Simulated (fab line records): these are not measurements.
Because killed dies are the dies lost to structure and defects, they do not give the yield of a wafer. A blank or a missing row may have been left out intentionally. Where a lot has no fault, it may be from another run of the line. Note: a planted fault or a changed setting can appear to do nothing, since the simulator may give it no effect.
fab line records ; flow nand_harc
record lots=7; wafers=21; last_day=24
route steps=1159 shown P_CONTACT@226
lots that met no fault: taken from a fault-free run of the same line
start_h: hours from the record's opening day to when the first of the lot's shown wafers began ; wait_h: how many hours have passed since the lot's step before this one ; " unchanged from the row above ; L1.1+2: one row covering several wafers at once ; - value missing, or start not given ; * or withheld: withheld ; < > ~ a bound
route shown NAME@n: a module of which the file shows steps, and the number in the route of the first ; usual: mean and standard deviation over wafers with no fault ; same: alike in all rows ; chamber/n: place in a boat ; sites: the reading at each site ; _std_site: the values' standard deviation ; _edge_site: inner sites' mean taken away from outer sites' mean ; radius_mm: how far each site lies from the wafer's centre ; mask NAME#n: copy n ; behind: the tool/chamber that last shaped the wafer ; hold: the reason the lot was held/the length of the hold in hours/how it ended ; device: which transistor (n, p or np) failed to switch ; end of line: tests of these same wafers at the route's end ; step lacking rows: just its recipe ; killed: not the wafer's yield, but the dies lost to structure and defects at the first sort ; map: per-die view of a wafer (x killed, . not killed, _ where there is no die)
set.NAME: the run value of the setting; set.NAME@STEP: its run value at that earlier step ; model.NAME: the simulator's own value behind a step, which no gauge read
a table for each step, a row for each wafer; lots at some steps of the route
services: when a tool's chamber went out of use (start_h, in hours from the record's first day, below 0 if earlier), for how many hours, and the reason
## steps
# step NHARC_P_CONTACT_COAT_06
# recipe spin_rpm=1500; resist_thk_nm=90
# step NHARC_P_CONTACT_SOFTBAKE_07
# recipe temp_c=105; time_s=55
# step NHARC_P_CONTACT_EBR_08
# step NHARC_P_CONTACT_EXPOSE_09
# recipe na=1.35; target_cd_nm=90; dose_mj=81.26; mask_id=P_CA
# step NHARC_P_CONTACT_PEB_10
# recipe peb_temp_c=100; peb_time_s=65
# step NHARC_P_CONTACT_DEVELOP_11
# recipe develop_time_s=35; dev_temp_c=23
# step NHARC_P_CONTACT_CD_MEAS_12
# recipe target_cd_nm=90; landing_energy_ev=500
# usual cd_nm=90.2/0.7
lot.wafer;tool;chamber;start_h;wait_h;cd_nm
L633.1;cd_sem-03;0;120.98;-;89.9
L633.3;cd_sem-03;0;120.98;-;88.7
L633.6;cd_sem-03;0;120.98;-;89.1
L637.3;cd_sem-01;0;152.04;-;89.8
L637.5;cd_sem-01;0;152.04;-;90.1
L637.6;cd_sem-01;0;152.04;-;90.9
L642.1;cd_sem-01;0;183.98;-;88.6
L642.3;cd_sem-01;0;183.98;-;89.0
L642.4;cd_sem-01;0;183.98;-;89.1
L644.1;cd_sem-01;0;184.74;-;89.5
L644.2;cd_sem-01;0;184.74;-;90.2
L644.6;cd_sem-01;0;184.74;-;90.3
L645.1;cd_sem-01;0;203.74;-;90.7
L645.3;cd_sem-01;0;203.74;-;91.2
L645.5;cd_sem-01;0;203.74;-;90.9
L650.2;cd_sem-01;0;230.11;-;90.5
L650.4;cd_sem-01;0;230.11;-;91.0
L650.5;cd_sem-01;0;230.11;-;90.7
L653.1;cd_sem-01;0;251.29;-;90.3
L653.2;cd_sem-01;0;251.29;-;90.9
L653.6;cd_sem-01;0;251.29;-;90.2
# step NHARC_P_CONTACT_OVL_MEAS_13
# usual overlay_x_nm=-0.3/0.86; overlay_y_nm=0.2/0.81
lot.wafer;tool;chamber;start_h;wait_h;overlay_x_nm;overlay_y_nm
L633.1;overlay-02;-;121.07;-;-0.6;1.2
L633.3;overlay-02;-;121.07;-;-1.2;1.1
L633.6;overlay-02;-;121.07;-;-1.2;1.3
L637.3;overlay-01;-;152.12;-;-1.3;0.7
L637.5;overlay-01;-;152.12;-;-1.1;0.9
L637.6;overlay-01;-;152.12;-;-1.0;0.6
L642.1;overlay-01;-;184.07;-;-0.7;0.7
L642.3;overlay-01;-;184.07;-;0.0;0.1
L642.4;overlay-01;-;184.07;-;-0.5;0.4
L644.1;overlay-02;-;184.83;-;0.0;-1.0
L644.2;overlay-02;-;184.83;-;-0.2;-0.9
L644.6;overlay-02;-;184.83;-;0.3;-0.8
L645.1;overlay-02;-;203.83;-;-0.4;0.6
L645.3;overlay-02;-;203.83;-;-0.2;1.2
L645.5;overlay-02;-;203.83;-;-0.2;0.5
L650.2;overlay-02;-;230.20;-;1.6;0.7
L650.4;overlay-02;-;230.20;-;1.7;0.6
L650.5;overlay-02;-;230.20;-;1.2;0.5
L653.1;overlay-01;-;251.38;-;-0.9;-0.5
L653.2;overlay-01;-;251.38;-;-1.2;-1.2
L653.6;overlay-01;-;251.38;-;-1.4;-0.5
# step NHARC_P_CONTACT_INSPECT_14
# usual raw_defect_count=3.6/2
lot.wafer;tool;chamber;start_h;wait_h;raw_defect_count
L633.1;defect_inspect-01;-;121.11;0.0;4
L633.3;defect_inspect-01;-;121.11;0.0;2
L633.6;defect_inspect-01;-;121.11;0.0;4
L637.3;defect_inspect-01;-;152.16;0.0;2
L637.5;defect_inspect-01;-;152.16;0.0;1
L637.6;defect_inspect-01;-;152.16;0.0;4
L642.1;defect_inspect-02;-;184.10;0.0;5
L642.3;defect_inspect-02;-;184.10;0.0;8
L642.4;defect_inspect-02;-;184.10;0.0;7
L644.1;defect_inspect-02;-;184.86;0.0;1
L644.2;defect_inspect-02;-;184.86;0.0;4
L644.6;defect_inspect-02;-;184.86;0.0;3
L645.1;defect_inspect-01;-;203.87;0.0;3
L645.3;defect_inspect-01;-;203.87;0.0;4
L645.5;defect_inspect-01;-;203.87;0.0;5
L650.2;defect_inspect-02;-;230.25;0.1;4
L650.4;defect_inspect-02;-;230.25;0.1;4
L650.5;defect_inspect-02;-;230.25;0.1;2
L653.1;defect_inspect-01;-;251.42;0.0;3
L653.2;defect_inspect-01;-;251.42;0.0;2
L653.6;defect_inspect-01;-;251.42;0.0;3
# step NHARC_P_CONTACT_DESCUM_17
# recipe time_s=3; o2_flow_sccm=200; ar_flow_sccm=0; bias_power_w=0; chemistry=O2
# usual drypump_motor_current_A=6.0/0.38; oes_product_au=1.001/0.009; rf_vpp_V=57.6/0.95; showerhead_plenum_p_Torr=1.88/0.078; throttle_valve_pct=11.312/0.0079
lot.wafer;tool;chamber;start_h;wait_h;drypump_motor_current_A;oes_product_au;rf_hours_counter_h;rf_vpp_V;showerhead_plenum_p_Torr;throttle_valve_pct
L633.3;rie_diel-04;0;121.18;0.1;5.4;0.996;0;56.8;1.80;11.305
L633.1;rie_diel-04;1;121.18;0.1;6.7;1.006;0;59.6;1.93;11.308
L633.6;rie_diel-04;3;121.18;0.1;5.8;0.991;-;58.0;1.79;11.324
L637.3;rie_diel-10;2;152.23;0.1;6.4;1.007;17;57.6;2.01;11.314
L637.6;rie_diel-10;0;152.23;0.1;5.8;1.001;-;56.3;1.78;11.313
L637.5;rie_diel-10;1;152.23;0.1;5.7;1.011;-;57.6;1.87;11.310
L642.3;rie_diel-04;2;184.16;0.1;6.3;1.015;6;58.4;1.97;11.322
L642.1;rie_diel-04;3;184.16;0.1;5.8;0.992;6;57.4;1.79;11.308
L642.4;rie_diel-04;1;184.16;0.1;6.7;0.993;6;57.9;1.92;11.317
L644.1;rie_diel-04;3;184.96;0.1;5.8;0.992;6;57.7;1.79;11.312
L644.2;rie_diel-04;1;184.96;0.1;6.7;0.994;6;58.5;1.92;11.312
L644.6;rie_diel-04;2;184.96;0.1;6.3;1.002;-;58.3;1.97;11.323
L645.3;rie_diel-04;2;203.94;0.1;6.3;1.007;8;59.4;1.97;11.301
L645.1;rie_diel-04;0;203.94;0.1;5.4;1.005;8;58.8;1.79;11.309
L645.5;rie_diel-04;1;203.94;0.1;6.6;0.988;-;58.3;1.92;11.304
L650.2;rie_diel-12;3;230.31;0.1;6.4;0.990;10;58.3;2.01;11.301
L650.5;rie_diel-12;3;230.31;0.1;6.5;0.995;-;58.7;2.00;11.337
L650.4;rie_diel-12;0;230.31;0.1;5.6;1.007;-;58.6;1.88;11.316
L653.2;rie_diel-10;1;251.49;0.1;5.7;1.007;6;56.4;1.87;11.306
L653.1;rie_diel-10;2;251.49;0.1;6.3;1.014;6;58.5;2.00;11.305
L653.6;rie_diel-10;1;251.49;0.1;5.8;1.020;-;57.9;1.87;11.309
# step NHARC_P_CONTACT_ETCH_35
# recipe target_depth_a=390; over_etch_frac=0.3; time_s=65; ion_energy_ev=80; cf4_flow_sccm=150; ar_flow_sccm=0; rf_w=300; bias_w=100; chemistry=CF4
# usual drypump_motor_current_A=6.0/0.38; oes_product_au=1.000/0.0077; rf_vpp_V=150.9/1.2; run_length_s=86.4/0.38; showerhead_plenum_p_Torr=1.74/0.068; throttle_valve_pct=13.284/0.0093
lot.wafer;tool;chamber;start_h;wait_h;drypump_motor_current_A;oes_product_au;rf_hours_counter_h;rf_vpp_V;run_length_s;showerhead_plenum_p_Torr;throttle_valve_pct
L633.1;rie_diel-04;3;121.25;0.1;5.8;1.006;0;148.9;85.9;1.66;13.261
L633.3;rie_diel-04;1;121.25;0.1;6.6;0.997;0;150.7;86.4;1.78;13.281
L633.6;rie_diel-04;3;121.25;0.1;5.8;1.009;-;150.5;86.8;1.66;13.289
L637.3;rie_diel-10;0;152.31;0.1;5.7;0.999;16;149.0;86.2;1.66;13.284
L637.5;rie_diel-10;3;152.31;0.1;5.8;0.999;-;150.1;86.6;1.74;13.266
L637.6;rie_diel-10;0;152.31;0.1;5.7;1.002;-;149.6;86.7;1.66;13.270
L642.1;rie_diel-04;2;184.25;0.1;6.3;1.005;6;151.7;87.4;1.81;13.287
L642.4;rie_diel-04;3;184.25;0.1;5.8;0.994;6;149.7;86.0;1.66;13.297
L642.3;rie_diel-04;1;184.25;0.1;6.6;0.994;6;151.2;86.1;1.78;13.271
L644.1;rie_diel-04;0;185.05;0.1;5.4;1.009;7;148.3;86.6;1.67;13.283
L644.2;rie_diel-04;1;185.05;0.1;6.6;0.989;6;151.2;86.9;1.78;13.294
L644.6;rie_diel-04;2;185.05;0.1;6.3;1.011;-;151.5;86.5;1.81;13.287
L645.3;rie_diel-04;1;204.02;0.1;6.7;0.992;8;150.9;86.1;1.78;13.280
L645.1;rie_diel-04;3;204.02;0.1;5.8;1.005;8;149.2;86.3;1.66;13.284
L645.5;rie_diel-04;2;204.02;0.1;6.3;1.002;-;150.3;86.6;1.81;13.295
L650.2;rie_diel-12;1;230.47;0.1;5.9;0.989;8;150.3;86.2;1.69;13.292
L650.5;rie_diel-12;3;230.47;0.1;6.5;0.987;-;154.0;85.9;1.85;13.269
L650.4;rie_diel-12;0;230.47;0.1;5.7;0.990;-;148.7;86.5;1.74;13.286
L653.1;rie_diel-10;3;251.56;0.1;5.8;0.999;7;151.0;86.2;1.74;13.283
L653.2;rie_diel-10;1;251.56;0.1;5.8;0.996;6;150.3;86.3;1.73;13.272
L653.6;rie_diel-10;0;251.56;0.1;5.7;0.991;-;149.0;86.3;1.66;13.288
# step NHARC_P_CONTACT_ETCH_36
# recipe target_depth_a=2600; over_etch_frac=0.25; time_s=406.25; ion_energy_ev=200; n2_flow_sccm=150; h2_flow_sccm=150; ar_flow_sccm=0; rf_w=400; bias_w=150; chemistry=N2/H2
# usual drypump_motor_current_A=6.0/0.38; oes_product_au=1.000/0.0085; rf_vpp_V=429.4/2.5; run_length_s=427.6/0.36; showerhead_plenum_p_Torr=2.00/0.087; throttle_valve_pct=14.172/0.0096
lot.wafer;tool;chamber;start_h;wait_h;drypump_motor_current_A;oes_product_au;rf_hours_counter_h;rf_vpp_V;run_length_s;showerhead_plenum_p_Torr;throttle_valve_pct
L633.3;rie_diel-04;2;-;-;6.2;1.016;0;431.8;428.4;2.10;14.177
L633.1;rie_diel-04;0;-;-;5.4;1.008;0;425.7;427.6;1.91;14.179
L633.6;rie_diel-04;1;-;-;6.6;1.006;-;430.5;427.9;2.05;14.161
L637.3;rie_diel-10;0;-;-;5.7;0.992;16;427.8;427.6;1.90;14.171
L637.6;rie_diel-10;2;-;-;6.4;1.006;-;433.8;427.1;2.14;14.185
L637.5;rie_diel-10;3;-;-;5.8;0.989;-;427.8;428.0;2.01;14.165
L642.3;rie_diel-04;1;-;-;6.6;0.999;6;430.2;427.8;2.05;14.162
L642.4;rie_diel-04;2;-;-;6.3;1.010;6;432.3;428.0;2.10;14.183
L642.1;rie_diel-04;3;-;-;5.9;1.005;6;427.4;427.2;1.90;14.178
L644.2;rie_diel-04;0;-;-;5.4;1.009;7;426.1;427.7;1.91;14.185
L644.1;rie_diel-04;1;-;-;6.6;0.995;6;430.9;427.5;2.05;14.173
L644.6;rie_diel-04;3;-;-;5.8;0.984;-;426.6;427.8;1.90;14.179
L645.1;rie_diel-04;0;-;-;5.4;0.998;8;427.0;427.7;1.91;14.165
L645.3;rie_diel-04;2;-;-;6.3;1.010;8;432.1;427.9;2.10;14.170
L645.5;rie_diel-04;3;-;-;5.8;0.988;-;426.7;427.2;1.90;14.177
L650.2;rie_diel-12;3;-;-;6.5;0.993;10;432.3;427.3;2.14;14.155
L650.4;rie_diel-12;3;-;-;6.5;1.002;-;432.8;427.0;2.14;14.166
L650.5;rie_diel-12;0;-;-;5.7;0.993;-;428.6;427.6;2.00;14.179
L653.1;rie_diel-10;1;-;-;5.8;0.994;6;429.3;427.4;1.99;14.175
L653.2;rie_diel-10;2;-;-;6.3;1.010;6;432.6;426.8;2.14;14.162
L653.6;rie_diel-10;0;-;-;5.8;1.002;-;426.2;427.4;1.90;14.176
# step NHARC_P_CONTACT_ETCH_18
# recipe target_depth_a=4810; time_s=240.5; c4f8_flow_sccm=20; o2_flow_sccm=10; ar_flow_sccm=withheld; rf_w=600; bias_w=1500; chemistry=C4F8/O2/Ar
# usual oes_product_au=0.961/0.019; rf_vpp_V=976/5.5; run_length_s=261.9/0.34
lot.wafer;tool;chamber;start_h;wait_h;oes_product_au;rf_hours_counter_h;rf_vpp_V;run_length_s
L633.3;rie_diel-04;1;121.67;-;0.978;0;978;261.7
L633.1;rie_diel-04;2;121.67;-;0.985;0;981;262.2
L633.6;rie_diel-04;1;121.67;-;0.966;-;980;261.6
L637.3;rie_diel-10;3;152.77;-;0.983;14;976;261.9
L637.5;rie_diel-10;0;152.77;-;0.954;-;969;262.4
L637.6;rie_diel-10;1;152.77;-;0.973;-;976;261.8
L642.1;rie_diel-04;0;184.65;-;0.995;7;971;261.9
L642.4;rie_diel-04;1;184.65;-;0.973;6;980;204.5
L642.3;rie_diel-04;2;184.65;-;0.971;6;982;262.3
L644.1;rie_diel-04;0;185.44;-;0.994;7;969;262.3
L644.2;rie_diel-04;3;185.44;-;0.950;7;971;261.8
L644.6;rie_diel-04;1;185.44;-;0.975;-;980;204.3
L645.3;rie_diel-04;1;204.47;-;0.953;8;978;204.4
L645.1;rie_diel-04;0;204.47;-;0.989;9;970;262.3
L645.5;rie_diel-04;1;204.47;-;0.959;-;978;204.9
L650.2;rie_diel-12;1;230.93;-;0.932;9;972;261.4
L650.4;rie_diel-12;3;230.93;-;0.937;-;983;261.5
L650.5;rie_diel-12;0;230.93;-;0.946;-;975;262.0
L653.1;rie_diel-10;1;251.99;-;0.962;6;975;261.9
L653.2;rie_diel-10;2;251.99;-;0.984;6;986;261.1
L653.6;rie_diel-10;3;251.99;-;0.984;-;976;261.8
# step NHARC_P_CONTACT_STRIP_37
# recipe c4f8_flow_sccm=withheld; o2_flow_sccm=8; ar_flow_sccm=withheld; bias_w=0; chemistry=C4F8/O2/Ar
## services
tool;chamber;start_h;hours;kind
rie_diel-04;-;99.84;9.8;repair
rie_diel-04;-;111.90;9.0;pm
rie_diel-04;0;111.90;9.0;vent_cycle
rie_diel-04;1;111.90;9.0;vent_cycle
rie_diel-04;2;111.90;9.0;vent_cycle
rie_diel-04;3;111.90;9.0;vent_cycle
rie_diel-04;0;120.90;-;clean
rie_diel-04;1;120.90;-;clean
rie_diel-04;2;120.90;-;clean
rie_diel-04;3;120.90;-;clean
rie_diel-12;1;121.41;6.1;repair
rie_diel-04;3;122.92;4.4;repair
rie_diel-12;3;128.51;3.0;repair
rie_diel-04;0;145.40;-;clean
rie_diel-04;1;145.40;-;clean
rie_diel-04;2;145.40;-;clean
rie_diel-04;3;145.40;-;clean
rie_diel-04;0;169.90;-;clean
rie_diel-04;1;169.90;-;clean
rie_diel-04;2;169.90;-;clean
rie_diel-04;3;169.90;-;clean
rie_diel-10;-;176.50;9.0;pm
rie_diel-12;-;202.45;9.0;pm
rie_diel-12;2;227.10;3.9;repair
## key
first_sign step=NHARC_P_CONTACT_ETCH_18; reading=run_length_s; direction=down; sigmas=99+; usual=*; struck=*
effect none on later readings
met_at NHARC_P_CONTACT_ETCH_18
struck_wafers L642.4,L644.6,L645.3,L645.5
later_rows_left_out L642.4,L644.6,L645.3,L645.5
sort_left_out L642.4,L644.6,L645.3,L645.5
tester_left_out L642,L644,L645
onset_between 121.67 184.65
fault kind=process_parameter_drift; tool=rie_diel-04; chamber=1; onset_h=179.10; steps=NHARC_P_CONTACT_ETCH_18; channel=time_s; offset=*; shape=step; end_h=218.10; acts_in=*; stated=*
# tester_left_out: of these lots the tester's yield and bins aren't shown, on N5 and GAA mostly nor the transistor test; their killed dies are dies lost to structure and defects alone, not to doping, threshold or leakage, so they don't give the yield
# sort_left_out: the simulated sort isn't trusted on such a fault, so these wafers' sort isn't shown, and their yield isn't known
# later_rows_left_out: the simulator's readings of these wafers behind a module that went badly wrong aren't trusted and aren't shown, but for the sort
